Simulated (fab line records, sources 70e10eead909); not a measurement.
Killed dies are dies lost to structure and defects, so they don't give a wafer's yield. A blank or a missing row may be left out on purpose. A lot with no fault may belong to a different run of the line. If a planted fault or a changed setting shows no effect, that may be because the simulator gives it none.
Chamber matching | flow nand-harc | NHARC_A_BONDPAD_CMP_29 on cmp-01 has 4 sister chambers
The step polishes SiCN, target thk 200 nm. 16 wafers are shown with their chamber, then 8 later ones without.

WAFERS WITH THEIR CHAMBER
wafer  | chamber | motor-current-A (A)
L846.1 | 3       | 10.4
L846.3 | 1       | 12.4
L846.4 | 2       | 12.2
L845.1 | 3       | 10.6
L845.2 | 1       | 12.4
L845.5 | 3       | 10.9
L850.1 | 2       | 13.0
L850.2 | 3       | 11.3
L850.6 | 3       | 11.0
L852.1 | 3       | 11.0
L852.4 | 2       | 12.5
L852.6 | 1       | 13.1
L853.1 | 0       | 13.1
L853.2 | 2       | 12.5
L853.4 | 1       | 12.8
L861.1 | 0       | 12.7

SIGNATURES (means of the wafers above)
reading         | chamber 0 | chamber 1 | chamber 2 | chamber 3 | scatter within a chamber
motor-current-A | 12.900    | 12.675    | 12.550    | 10.867    | 0.325
Rule: distance of a wafer from a chamber = root of the sum over the readings of ((wafer's reading minus chamber's mean) / reading's scatter) squared. If the next closest chamber is less than 2 further off than the closest, the wafer can't be placed; otherwise it belongs to the closest. The scatter is the square root of a quotient: the sum, over the shown wafers, of each reading's squared deviation from its chamber's mean, divided by wafers minus chambers.

WAFERS WITH NO CHAMBER GIVEN
wafer  | motor-current-A (A)
L861.4 | 11.1
L861.6 | 11.0
L864.2 | 11.1
L864.3 | 13.2
L864.6 | 11.5
L867.1 | 12.8
L867.3 | 11.0
L867.6 | 12.7

EACH ONE'S CHAMBER
wafer  | from the rows above          | in truth
L861.4 | 3                            | 3
L861.6 | 3                            | 3
L864.2 | 3                            | 3
L864.3 | can't be placed: 0 or 1 or 2 | 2
L864.6 | can't be placed: 3 or 2 or 1 | 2
L867.1 | can't be placed: 0 or 1 or 2 | 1
L867.3 | 3                            | 3
L867.6 | can't be placed: 1 or 2 or 0 | 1
Correct placement for 4 of the 8. Cannot be placed on the basis of these rows: 4; the candidates contain the true chamber in 4. Wrongly placed: 0.
